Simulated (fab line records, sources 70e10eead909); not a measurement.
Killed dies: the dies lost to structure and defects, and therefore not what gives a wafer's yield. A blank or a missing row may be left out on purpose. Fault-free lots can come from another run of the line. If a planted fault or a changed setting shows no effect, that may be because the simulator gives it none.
fab line records	flow nand-harc
record: lots: 6	wafers: 18	last-day: 33
route steps=1302 shown A_ONON_D2@565 A_CHANNEL_HOLE_D2@570 END@1302
lots that met no fault: from a run of the same line without faults
start-h: hours from the record's first day to the start of the lot's first wafer shown	wait-h: hours from the lot's prior step to this one	" repeats the value in the row above	L1.1+2: a single row standing in for several wafers	- no value, or no start given	* or withheld: withheld	< > ~ a bound
route shown NAME@n: a module of which the file shows steps, and the number in the route of the first	usual: mean/standard deviation of fault-free wafers	same: alike in all rows	chamber/n: place in a boat	sites: per-site readings	_std_site: standard deviation across them	_edge_site: the outer-site mean with the inner-site mean subtracted	radius-mm: how far each site lies from the wafer's centre	mask NAME#n: copy n	behind: tool/chamber where the wafer was last shaped	hold: the reason the lot was held/the length of the hold in hours/how it ended	device: names the non-switching transistor (n, p or np)	end of line: the tests these same wafers got at the end of their route	for a step that has no rows: nothing shown but its recipe	killed: at the first sort, the dies lost to defects and structure; wafer yield is something else	map: dies across one wafer; x = killed, . = not, _ = none there
set.NAME: the setting as run; set.NAME@STEP: as run at that earlier step	model.NAME: the simulator's own value behind a step, which no gauge read
certain route steps with their lots: each step a table, each wafer a row
services: a tool's chamber out of use, with start hour (start-h, from the record's first day; less than 0 if before it), hours out, and reason
== steps ==
step: NHARC_A_ONON_D2_THK_MEAS_30
recipe: thk-meas-gauge: ellipsometry
usual: thk-nm: 1001/8
lot.wafer	tool	chamber	start-h	wait-h	thk-nm
L354.3	film-metro-02	-	317.86	-	1002
L354.4	"	-	"	"	1003
L354.6	"	-	"	"	1001
L356.1	film-metro-02	-	343.33	-	1006
L356.2	"	-	"	"	1007
L356.3	"	-	"	"	1008
L365.1	film-metro-02	-	444.05	-	991
L365.3	"	-	"	"	990
L365.5	"	-	"	"	990
L364.1	film-metro-01	-	444.05	-	987
L364.4	"	-	"	"	987
L364.5	"	-	"	"	984
L366.4	film-metro-02	-	444.28	-	994
L366.5	"	-	"	"	994
L366.6	"	-	"	"	995
L372.3	film-metro-02	-	515.93	-	1000
L372.4	"	-	"	"	1000
L372.6	"	-	"	"	1001
step: NHARC_A_ONON_D2_DEP_33
recipe: target-thk-a: 2000	temp-c: 400	pressure-torr: 6.5	rf-w: 900	teos-flow-sccm: 161.4	flow-sccm: 2650	target-thk-nm: 200	gas: O2	material: SiO2
usual: heater-power-outer-w: 302/49	heater-power-w: 561/86	throttle-valve-pct: 15.8/0.39
lot.wafer	tool	chamber	start-h	wait-h	heater-power-outer-w	heater-power-w	throttle-valve-pct
L354.3	pecvd-04	1	317.92	0.1	270	496	15.8
L354.4	"	2	"	"	336	679	15.7
L354.6	"	0	"	"	245	480	16.6
L356.2	pecvd-01	2	343.39	0.1	333	541	15.6
L356.1	"	0	"	"	299	573	15.2
L356.3	"	1	"	"	376	646	15.8
L364.1	pecvd-01	1	444.45	0.4	356	636	15.9
L364.4	"	2	"	"	312	537	16.0
L364.5	"	0	"	"	276	530	15.4
L365.3	pecvd-03	2	444.49	0.4	260	476	15.6
L365.1	"	0	"	"	355	619	15.0
L365.5	"	0	"	"	242	475	14.7
L366.5	pecvd-04	1	444.78	0.5	347	613	15.6
L366.6	"	2	"	"	392	769	15.5
L366.4	"	0	"	"	257	501	16.5
L372.3	pecvd-04	2	515.99	0.1	375	725	15.5
L372.4	"	2	"	"	367	702	15.9
L372.6	"	0	"	"	325	581	16.0
step: NHARC_A_ONON_D2_THK_MEAS_34
recipe: thk-meas-gauge: ellipsometry
usual: thk-nm: 200/3.3
lot.wafer	tool	chamber	start-h	wait-h	thk-nm
L354.3	film-metro-01	-	318.33	-	196
L354.4	"	-	"	"	203
L354.6	"	-	"	"	203
L356.1	film-metro-01	-	343.80	-	200
L356.2	"	-	"	"	204
L356.3	"	-	"	"	203
L365.1	film-metro-02	-	444.86	-	202
L365.3	"	-	"	"	199
L365.5	"	-	"	"	203
L364.1	film-metro-01	-	444.87	-	204
L364.4	"	-	"	"	208
L364.5	"	-	"	"	200
L366.4	film-metro-02	-	445.09	-	200
L366.5	"	-	"	"	199
L366.6	"	-	"	"	200
L372.3	film-metro-02	-	516.41	-	194
L372.4	"	-	"	"	203
L372.6	"	-	"	"	200
step: NHARC_A_ONON_D2_INSPECT_32
usual: raw-defect-count: 418/140
lot.wafer	tool	chamber	start-h	wait-h	raw-defect-count
L354.3	defect-inspect-02	-	318.42	0.0	275
L354.4	"	-	"	"	227
L354.6	"	-	"	"	313
L356.1	defect-inspect-02	-	343.86	0.0	321
L356.2	"	-	"	"	671
L356.3	"	-	"	"	671
L365.1	defect-inspect-02	-	444.92	0.0	443
L365.3	"	-	"	"	431
L365.5	"	-	"	"	544
L364.1	defect-inspect-01	-	444.95	0.0	491
L364.4	"	-	"	"	273
L364.5	"	-	"	"	461
L366.4	defect-inspect-01	-	445.15	0.0	353
L366.5	"	-	"	"	424
L366.6	"	-	"	"	427
L372.3	defect-inspect-01	-	516.48	0.0	403
L372.4	"	-	"	"	390
L372.6	"	-	"	"	407
step: NHARC_A_CHANNEL_HOLE_D2_DEP_00
recipe: target-thk-a: 31000	temp-c: 400	material: aC
usual: throttle-valve-pct: 34.999/0.0092
lot.wafer	tool	chamber	start-h	wait-h	throttle-valve-pct
L354.3	acl-dep-01	0	319.65	1.2	35.011
L354.4	"	0	"	"	34.994
L354.6	"	0	"	"	35.015
L356.1	acl-dep-03	0	344.26	0.4	34.992
L356.2	"	0	"	"	35.007
L356.3	"	0	"	"	35.007
L365.1	acl-dep-02	0	444.99	0.1	34.993
L365.3	"	0	"	"	34.990
L365.5	"	0	"	"	35.012
L364.1	acl-dep-03	0	445.02	0.1	34.991
L364.4	"	0	"	"	35.000
L364.5	"	0	"	"	35.001
L366.4	acl-dep-02	0	447.80	2.7	34.996
L366.5	"	0	"	"	34.987
L366.6	"	0	"	"	35.000
L372.3	acl-dep-03	0	518.40	1.9	35.003
L372.4	"	0	"	"	34.983
L372.6	"	0	"	"	35.006
step: NHARC_A_CHANNEL_HOLE_D2_DEP_01
recipe: target-thk-a: 1400	target-thk-nm: 140	temp-c: 400	pressure-torr: 3.5	flow-sccm: 200	rf-w: 350	material: SiON
usual: heater-power-outer-w: 461/50	heater-power-w: 766/90
lot.wafer	tool	chamber	start-h	wait-h	heater-power-outer-w	heater-power-w
L354.3	pecvd-02	1	320.96	1.0	500	860
L354.4	"	1	"	"	505	854
L354.6	"	2	"	"	448	686
L356.3	pecvd-01	1	346.23	1.0	526	864
L356.1	"	2	"	"	461	713
L356.2	"	0	"	"	456	770
L365.1	pecvd-04	0	446.96	1.7	388	676
L365.3	"	1	"	"	445	754
L365.5	"	0	"	"	391	669
L364.1	pecvd-02	0	447.11	1.8	526	830
L364.4	"	2	"	"	402	638
L364.5	"	1	"	"	477	786
L366.6	pecvd-02	1	448.85	0.1	400	705
L366.4	"	2	"	"	398	599
L366.5	"	0	"	"	534	838
L372.3	pecvd-04	2	519.68	1.0	523	941
L372.4	"	0	"	"	405	697
L372.6	"	1	"	"	460	774
step: NHARC_A_CHANNEL_HOLE_D2_DEHYDRATE_02
recipe: temp-c: 150	time-s: 120
step: NHARC_A_CHANNEL_HOLE_D2_HMDS_03
recipe: time-s: 30
step: NHARC_A_CHANNEL_HOLE_D2_COAT_36
recipe: temp-c: 260	time-s: 75
step: NHARC_A_CHANNEL_HOLE_D2_COAT_37
recipe: temp-c: 225	time-s: 65
step: NHARC_A_CHANNEL_HOLE_D2_COAT_04
recipe: spin-rpm: 1500	resist-thk-nm: 90
step: NHARC_A_CHANNEL_HOLE_D2_SOFTBAKE_05
recipe: temp-c: 105	time-s: 55
usual: chill-plate-temp-C: 22.99/0.11	heater-power-total-W: 188.44/0.14
lot.wafer	tool	chamber	start-h	wait-h	chill-plate-temp-C	heater-power-total-W
L354.3	litho-track-04	0	321	-	23.08	188.34
L354.4	"	0	"	"	23.08	188.49
L354.6	"	0	"	"	23.21	188.48
L356.1	litho-track-01	0	346	-	23.15	188.30
L356.2	"	0	"	"	22.86	188.44
L356.3	"	0	"	"	23.19	188.42
L365.1	litho-track-01	0	447	-	22.92	188.46
L365.3	"	0	"	"	23.12	188.44
L365.5	"	0	"	"	23.08	188.29
L364.1	litho-track-04	0	447	-	22.83	323.03
L364.4	"	0	"	"	22.77	322.96
L364.5	"	0	"	"	23.00	323.58
L366.4	litho-track-04	0	449	-	22.92	322.84
L366.5	"	0	"	"	22.92	322.94
L366.6	"	0	"	"	22.85	322.92
L372.3	litho-track-01	0	519	-	23.00	188.38
L372.4	"	0	"	"	22.78	188.41
L372.6	"	0	"	"	23.07	188.32
step: NHARC_A_CHANNEL_HOLE_D2_EBR_06
step: NHARC_END_SORT_01
recipe: temp-c: 25
usual: killed-at-array: 59/19	killed-at-other: 1.0/1.1	killed-at-periphery: 3.8/2.4	killed-dies: 64/19	killed-open: 3.3/2	killed-short: 2.4/1.6
same: gross-dies: 677
lot.wafer	tool	chamber	start-h	wait-h	killed-at-array	killed-at-other	killed-at-periphery	killed-dies	killed-open	killed-short
L354.3	prober-01	0	604.41	3.1	48	0	9	57	1	7
L354.4	prober-01	0	605.21	3.4	43	0	3	46	0	3
L354.6	prober-01	0	606.81	4.0	49	0	6	55	1	2
L356.1	prober-02	0	619.09	2.5	73	0	5	78	3	1
L356.2	prober-02	0	619.88	2.8	85	4	8	97	0	4
L356.3	prober-02	0	620.68	3.1	69	0	6	75	2	1
L364.1	prober-01	0	718.52	2.5	49	1	0	50	0	0
L364.4	prober-01	0	720.91	3.4	49	1	1	51	5	1
L364.5	prober-01	0	721.71	3.7	50	5	4	59	2	0
L365.1	prober-02	0	728.37	2.5	72	1	4	77	6	1
L365.3	prober-02	0	729.96	3.1	84	0	2	86	6	3
L365.5	prober-02	0	731.55	3.7	56	0	1	57	0	2
L366.4	prober-01	0	730.77	3.4	37	1	3	41	5	3
L366.5	prober-01	0	731.56	3.7	27	3	2	32	4	3
L366.6	prober-01	0	732.36	4.0	31	1	5	37	4	5
L372.3	prober-01	0	788.33	3.1	69	4	3	76	2	2
L372.4	prober-01	0	789.14	3.4	60	2	2	64	1	1
L372.6	prober-01	0	790.76	4.1	73	2	6	81	6	3
killed by level:class
L354.3 A_SLIT:chamber-film-flake=24 A_CONTACT:chamber-film-flake=6 P_M1:chamber-film-flake=5 A_CHANNEL_HOLE_D2:chamber-film-flake=4 A_CHANNEL_FILL_D1:geometric-particle:short=2 A_CHANNEL_HOLE_D1:chamber-film-flake=2 A_STAIRCASE:chamber-film-flake=2 A_BONDPAD:chamber-film-flake=2
L354.4 A_SLIT:chamber-film-flake=19 A_CONTACT:chamber-film-flake=5 A_CHANNEL_HOLE_D2:chamber-film-flake=4 A_STAIRCASE:chamber-film-flake=3 P_GATE:chamber-film-flake=2 A_CHANNEL_HOLE_D1:chamber-film-flake=2 A_CHANNEL_FILL_D2:chamber-film-flake=2 A_BONDPAD:chamber-film-flake=2
L354.6 A_SLIT:chamber-film-flake=15 A_CHANNEL_HOLE_D2:chamber-film-flake=12 A_CONTACT:chamber-film-flake=12 P_M1:chamber-film-flake=3 A_BONDPAD:chamber-film-flake=3 A_CHANNEL_FILL_D2:chamber-film-flake=2 A_ONON_D2:geometric-particle:open=1 A_ONON_D2:geometric-particle:short=1
L356.1 A_CHANNEL_HOLE_D1:chamber-film-flake=31 A_SLIT:chamber-film-flake=26 A_CHANNEL_HOLE_D2:chamber-film-flake=8 P_BONDPAD:chamber-film-flake=3 P_M0:chamber-film-flake=2 A_CONTACT:chamber-film-flake=2 A_CHANNEL_FILL_D1:geometric-particle:open=1 A_CHANNEL_FILL_D1:geometric-particle:short=1
L356.2 A_SLIT:chamber-film-flake=31 A_CHANNEL_HOLE_D1:chamber-film-flake=30 A_CHANNEL_HOLE_D2:chamber-film-flake=8 A_CONTACT:chamber-film-flake=8 P_BONDPAD:chamber-film-flake=5 THIN_TSV:chamber-film-flake=4 A_M1:chamber-film-flake=3 P_M0:geometric-particle:short=2
L356.3 A_SLIT:chamber-film-flake=27 A_CHANNEL_HOLE_D1:chamber-film-flake=23 A_CHANNEL_HOLE_D2:chamber-film-flake=9 A_CONTACT:chamber-film-flake=5 P_STI:chamber-film-flake=2 P_BONDPAD:chamber-film-flake=2 A_STAIRCASE:chamber-film-flake=2 P_M1:geometric-particle:short=1
L364.1 A_SLIT:chamber-film-flake=26 A_CHANNEL_HOLE_D2:chamber-film-flake=12 A_CHANNEL_HOLE_D1:chamber-film-flake=7 A_SGD_CUT:chamber-film-flake=4 THIN_TSV:chamber-film-flake=1
L364.4 A_SLIT:chamber-film-flake=18 A_CHANNEL_HOLE_D2:chamber-film-flake=14 A_CHANNEL_HOLE_D1:chamber-film-flake=11 P_GATE:geometric-particle:open=1 A_SOURCE_PLATE:geometric-particle:open=1 A_SOURCE_PLATE:geometric-particle:short=1 A_WL_FILL:geometric-particle:open=1 A_BLC:geometric-particle:open=1
L364.5 A_SLIT:chamber-film-flake=29 A_CHANNEL_HOLE_D2:chamber-film-flake=14 A_CHANNEL_HOLE_D1:chamber-film-flake=5 THIN_TSV:chamber-film-flake=5 P_CONTACT:chamber-film-flake=2 P_CONTACT:geometric-particle:open=1 P_M1:geometric-particle:open=1 A_STAIRCASE:chamber-film-flake=1
L365.1 A_CHANNEL_HOLE_D1:chamber-film-flake=30 A_SLIT:chamber-film-flake=26 A_BLC:chamber-film-flake=3 A_CHANNEL_FILL_D1:geometric-particle:open=2 P_ZERO_WELL:chamber-film-flake=2 A_DECK1_JOINT:chamber-film-flake=2 A_STAIRCASE:chamber-film-flake=2 P_M0:geometric-particle:open=1
L365.3 A_CHANNEL_HOLE_D1:chamber-film-flake=33 A_SLIT:chamber-film-flake=28 A_CONTACT:chamber-film-flake=4 A_CHANNEL_FILL_D2:chamber-film-flake=3 A_CHANNEL_FILL_D2:geometric-particle:open=2 A_M0:geometric-particle:open=2 A_CHANNEL_FILL_D1:chamber-film-flake=2 A_DECK1_JOINT:chamber-film-flake=2
L366.4 A_SLIT:chamber-film-flake=10 A_CHANNEL_HOLE_D1:chamber-film-flake=8 A_WL_FILL:chamber-film-flake=5 A_CONTACT:chamber-film-flake=5 P_CONTACT:geometric-particle:open=2 A_WL_FILL:geometric-particle:short=2 A_CHANNEL_HOLE_D2:chamber-film-flake=2 A_CHANNEL_FILL_D1:geometric-particle:short=1
L365.5 A_CHANNEL_HOLE_D1:chamber-film-flake=25 A_SLIT:chamber-film-flake=22 A_CONTACT:chamber-film-flake=3 A_DECK1_JOINT:chamber-film-flake=2 A_DECK1_JOINT:geometric-particle:short=1 A_M1:geometric-particle:short=1 P_ZERO_WELL:chamber-film-flake=1 A_BLC:chamber-film-flake=1
L366.5 A_CHANNEL_HOLE_D1:chamber-film-flake=9 A_CONTACT:chamber-film-flake=5 A_CHANNEL_HOLE_D2:chamber-film-flake=4 THIN_TSV:chamber-film-flake=3 P_CONTACT:geometric-particle:open=2 A_SGD_CUT:chamber-film-flake=2 A_ONON_D1:geometric-particle:short=1 A_CHANNEL_FILL_D1:geometric-particle:short=1
L366.6 A_CHANNEL_HOLE_D1:chamber-film-flake=9 A_CHANNEL_HOLE_D2:chamber-film-flake=5 A_CONTACT:chamber-film-flake=5 A_SLIT:chamber-film-flake=3 A_WL_FILL:chamber-film-flake=3 P_CONTACT:geometric-particle:open=2 A_ONON_D1:geometric-particle:short=2 A_SGD_CUT:geometric-particle:short=2
L372.3 A_SLIT:chamber-film-flake=21 A_CHANNEL_HOLE_D2:chamber-film-flake=18 A_CONTACT:chamber-film-flake=12 A_STAIRCASE:chamber-film-flake=7 THIN_TSV:chamber-film-flake=4 A_CONTACT:geometric-particle:open=2 P_STI:chamber-film-flake=2 A_CHANNEL_FILL_D1:chamber-film-flake=2
L372.4 A_CHANNEL_HOLE_D2:chamber-film-flake=19 A_SLIT:chamber-film-flake=19 A_CONTACT:chamber-film-flake=10 A_STAIRCASE:chamber-film-flake=7 P_GATE:chamber-film-flake=2 THIN_TSV:chamber-film-flake=2 A_CHANNEL_FILL_D2:chamber-film-flake=2 A_CHANNEL_HOLE_D2:geometric-particle:open=1
L372.6 A_SLIT:chamber-film-flake=24 A_CHANNEL_HOLE_D2:chamber-film-flake=21 A_CONTACT:chamber-film-flake=15 A_STAIRCASE:chamber-film-flake=3 P_M0:geometric-particle:open=2 P_GATE:chamber-film-flake=2 A_CHANNEL_FILL_D2:chamber-film-flake=2 A_M0:chamber-film-flake=2
== services ==
tool	chamber	start-h	hours	kind
acl-dep-03	-	301.04	13.0	pm
pecvd-03	1	311.20	48.7	repair
pecvd-01	-	312.39	13.0	pm
litho-track-01	-	330.00	7.0	pm
pecvd-02	-	337.71	0.7	repair
pecvd-04	-	361.43	4.7	repair
pecvd-03	-	366.41	13.0	pm
acl-dep-01	-	366.88	13.0	pm
litho-track-04	-	378.00	7.0	pm
pecvd-02	-	384.86	1.8	repair
pecvd-03	-	404.03	4.1	repair
pecvd-02	-	408.63	13.0	pm
pecvd-01	1	408.90	5.2	repair
acl-dep-02	-	422.42	13.0	pm
pecvd-02	2	440.83	4.9	repair
pecvd-04	-	450.04	13.0	pm
pecvd-04	0	450.04	13.0	vent-cycle
pecvd-04	1	450.04	13.0	vent-cycle
pecvd-04	2	450.04	13.0	vent-cycle
acl-dep-02	-	450.93	3.9	repair
pecvd-04	0	463.04	-	clean
acl-dep-03	-	482.04	13.0	pm
pecvd-01	-	493.39	13.0	pm
litho-track-01	-	505.00	7.0	pm
== key ==
first-sign: step: NHARC_A_CHANNEL_HOLE_D2_SOFTBAKE_05	reading: heater-power-total-W	direction: up	sigmas: 99+	usual: *	struck: *
effect none on later readings
met-at NHARC_A_CHANNEL_HOLE_D2_SOFTBAKE_05
struck-wafers L364.1,L364.4,L364.5,L366.4,L366.5,L366.6
tester-left-out L364,L366
onset-between 321 447
fault: kind: process-parameter-drift	tool: litho-track-04	chamber: -	onset-h: 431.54	steps: NHARC_A_CHANNEL_HOLE_D2_SOFTBAKE_05	channel: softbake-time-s	offset: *	shape: step	end-h: 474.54	acts-in: *	stated: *
tester-left-out: of these lots the tester's yield and bins aren't shown, on N5 and GAA mostly nor the transistor test; their killed dies are dies lost to structure and defects alone, not to doping, threshold or leakage, so they don't give the yield
